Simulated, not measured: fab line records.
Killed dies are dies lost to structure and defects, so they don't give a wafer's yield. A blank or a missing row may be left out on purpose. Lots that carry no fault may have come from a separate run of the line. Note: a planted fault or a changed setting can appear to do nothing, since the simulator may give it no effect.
Comparing a struck lot with a sound one | flow n5 finfet | 15 out of 1938 route steps
Sound: the wafers L132.1, L132.3, L132.5. Wafers L138.4, L138.5, L138.6 were the ones struck. The cause comes at the end.
Order at every step that has rows: each side's tool, ch and its chambers, its first start. Under that, the readings that differ: sound wafers | struck wafers | difference of the means | sigmas: that difference in standard deviations of wafers without a fault.
alike: same words and numbers on both sides, and readings whose means sit less than 2 such deviations apart. not compared: any withheld reading, any reading some wafer has no value for, any bound like >300 that may hide the same value, and any number with overlapping values for which the record gives no deviation.
Wherever a step has rows on one side only, a row that says differs or no value, or a row with sigmas, the two part there. Non-overlapping numbers with no deviation appear without sigmas and do not part them. A reading that every wafer of one side lacks parts them only if that side has two wafers or more.

first, 11 steps without rows for these wafers: N5_DUMMY_GATE_ETCH_29 (etches underlayer in N2/H2, target depth 13 nm); N5_DUMMY_GATE_ETCH_36 (etches SiARC in CF4, target depth 13 nm); N5_DUMMY_GATE_ETCH_37 (etches SOC in N2/H2, target depth 60 nm, overetch 30 nm); N5_DUMMY_GATE_STRIP_38 (strips in N2/H2); N5_DUMMY_GATE_STRIP_39 (strips in N2/H2); N5_DUMMY_GATE_TRIM_49 (chemistry O2, time 29 s, target cd 14 nm); N5_DUMMY_GATE_STRIP_40 (strips in CF4); N5_DUMMY_GATE_ETCH_31 (etches SiO2 in C4F6/O2, target depth 82.5 nm, time 27.5 s); N5_DUMMY_GATE_STRIP_41 (strips in O2); N5_DUMMY_GATE_HM_OPEN_21 (chemistry CH3F/O2, target SiNx, target depth 120 nm, time 171.4 s); N5_DUMMY_GATE_ETCH_32 (etches SiO2 in CF4, target depth 3.5 nm, time 3.9 s).
N5_DUMMY_GATE_ETCH_23: etches poly-Si in HBr/Cl2/O2, target depth 41 nm, time 22.3 s.
  sound on rie si-02 ch 0,1, day 4 06:40; struck on rie si-02 ch 0,1, day 5 19:41
  no value came back on the struck wafers for any of 5 readings (HBr_flow_sccm (sccm), O2_flow_sccm (sccm) and others); on the sound wafers HBr_flow_sccm (sccm) reads 150.1 149.4 149.1
  reading                                       | sound          | struck       | difference | sigmas
  model.SiO2_of_DUMMY_GATE_PECVD_30.thk nm (nm) | 38.6 39.2 39.4 | 42.8 42.6 43 | +3.7       |
  not compared: rf hours counter h
N5_DUMMY_GATE_ETCH_44: etches poly-Si in HBr/O2, stops on SiO2, target depth 127.5 nm.
  sound on rie si-02 ch 0,1, day 4 06:44; struck on rie si-02 ch 0,1, day 5 19:44
  reading                                       | sound          | struck       | difference | sigmas
  model.SiO2_of_DUMMY_GATE_PECVD_30.thk nm (nm) | 37.6 38.2 38.4 | 41.8 41.6 42 | +3.7       |
  alike: HBr_flow_sccm, O2_flow_sccm, drypump motor current A, oes product au, throttle valve pct
  not compared: rf hours counter h
N5_BEOL_M4_RC_MEAS_101:
  the record has rows for the sound wafers here (prober-01 ch 0, day 9 04:25) and none for the struck ones
-- record jumps: 9 days separate the struck wafers' starts on either side; left off in module BEOL_M4, taken up again in module PASSIVATION, whose first shown step is the route's number 1936 --
N5_PASSIVATION_PROBE_49:
  sound on prober-02 at day 13 04:35; struck on prober-01 at day 14 16:13
  reading                  | sound          | struck         | difference | sigmas
  defect limited yield (%) | 91.4 90.5 93.0 | 0 0 0          | -92        | -61
  killed at front end      | 42 42 39       | 1116 1090 1110 | +1064      | +97
  killed dies              | 102 112 83     | 1180 1180 1180 | +1081      | +60
  killed on rim            | 6 17 12        | 152 152 152    | +140       | +37
  sort_bin_5_function (%)  | 4.5 5.9 4.1    | 97.8 96.6 96.5 | +92.1      | +92
  sort n pass              | 1078 1068 1097 | 0 0 0          | -1081      | -57
  sort yield pct (%)       | 91.4 90.5 93.0 | 0 0 0          | -92        | -57
  alike: killed_at_M0_to_M3, killed_at_M4_up, killed at contacts, killed at other, killed open, killed short, sort_bin_6_memory

## WHERE THEY PART
At N5_DUMMY_GATE_ETCH_23 first; at N5_PASSIVATION_PROBE_49 last (within this record only).

WHY: what the simulator had put in
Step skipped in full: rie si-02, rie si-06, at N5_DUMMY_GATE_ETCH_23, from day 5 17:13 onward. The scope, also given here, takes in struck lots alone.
